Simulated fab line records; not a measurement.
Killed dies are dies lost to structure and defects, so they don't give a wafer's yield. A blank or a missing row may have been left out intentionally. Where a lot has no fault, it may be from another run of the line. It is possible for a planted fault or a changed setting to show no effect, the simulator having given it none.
Matching of chambers + flow nandHarc + 4 sister chambers for NHARC_A_SGD_CUT_CMP_21 on cmp-01
The step polishes, target thk 148.19 nm. 16 wafers are shown with their chamber, then 8 later ones without.

## WAFERS WITH THEIR CHAMBER
| wafer  | chamber | timeToEndpointS (s) | motorCurrentA (A) | slurryFilterDpKPa (kPa) |
|--------|---------|---------------------|-------------------|-------------------------|
| L074.3 | 1       | 58                  | 12.3              | 13.48                   |
| L074.5 | 2       | 48                  | 14.1              | 13.58                   |
| L074.6 | 3       | 51                  | 12.3              | 13.50                   |
| L076.1 | 2       | 47                  | 14.8              | 13.48                   |
| L076.3 | 1       | 55                  | 12.6              | 13.77                   |
| L076.6 | 3       | 50                  | 11.6              | 13.63                   |
| L077.1 | 3       | 49                  | 12.3              | 13.51                   |
| L077.5 | 3       | 50                  | 11.8              | 13.52                   |
| L077.6 | 0       | 45                  | 13.0              | 13.49                   |
| L085.1 | 3       | 51                  | 12.3              | 13.22                   |
| L085.4 | 2       | 46                  | 14.8              | 13.49                   |
| L085.6 | 0       | 48                  | 13.3              | 13.52                   |
| L086.1 | 0       | 47                  | 12.7              | 13.75                   |
| L086.2 | 2       | 48                  | 14.2              | 13.41                   |
| L086.6 | 2       | 47                  | 13.0              | 13.53                   |
| L087.1 | 2       | 50                  | 13.8              | 13.62                   |

SIGNATURES (means of the wafers above)
| reading           | chamber 0 | chamber 1 | chamber 2 | chamber 3 | scatter within a chamber |
|-------------------|-----------|-----------|-----------|-----------|--------------------------|
| timeToEndpointS   | 46.67     | 56.50     | 47.67     | 50.20     | 1.33                     |
| motorCurrentA     | 13.000    | 12.450    | 14.117    | 12.060    | 0.497                    |
| slurryFilterDpKPa | 13.5867   | 13.6250   | 13.5183   | 13.4760   | 0.13                     |
Rule: for a wafer and a chamber, the distance is found by dividing, reading by reading, the gap between the wafer's reading and the chamber's mean by the reading's scatter, squaring, summing and taking the root. The wafer belongs to the nearest chamber; if the next one is less than 2 further off, it can't be placed. The scatter is the square root of a quotient: the sum, over the shown wafers, of each reading's squared deviation from its chamber's mean, divided by wafers minus chambers.

## WAFERS WITHOUT THEIR CHAMBER
| wafer  | timeToEndpointS (s) | motorCurrentA (A) | slurryFilterDpKPa (kPa) |
|--------|---------------------|-------------------|-------------------------|
| L087.3 | 57                  | 12.4              | 13.56                   |
| L087.4 | 57                  | 12.3              | 13.50                   |
| L091.1 | 55                  | 12.4              | 13.35                   |
| L091.4 | 49                  | 12.5              | 13.67                   |
| L091.6 | 49                  | 11.9              | 13.64                   |
| L092.2 | 45                  | 12.6              | 13.59                   |
| L092.3 | 55                  | 12.2              | 13.46                   |
| L092.5 | 46                  | 12.4              | 13.43                   |

## WHICH CHAMBER EACH ONE RAN IN
| wafer  | from the rows above          | in truth                   |
|--------|------------------------------|----------------------------|
| L087.3 | 1                            | 1                          |
| L087.4 | 1                            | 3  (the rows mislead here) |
| L091.1 | can't be placed: 1 or 3      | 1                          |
| L091.4 | can't be placed: 3 or 0 or 2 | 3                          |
| L091.6 | can't be placed: 3 or 0      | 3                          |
| L092.2 | 0                            | 0                          |
| L092.3 | can't be placed: 1 or 3      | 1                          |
| L092.5 | can't be placed: 0 or 3 or 2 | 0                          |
Correctly placed: 2 of 8. Not placeable from these rows: 5 (in 5, the candidates include the true chamber). 1 placed wrongly.
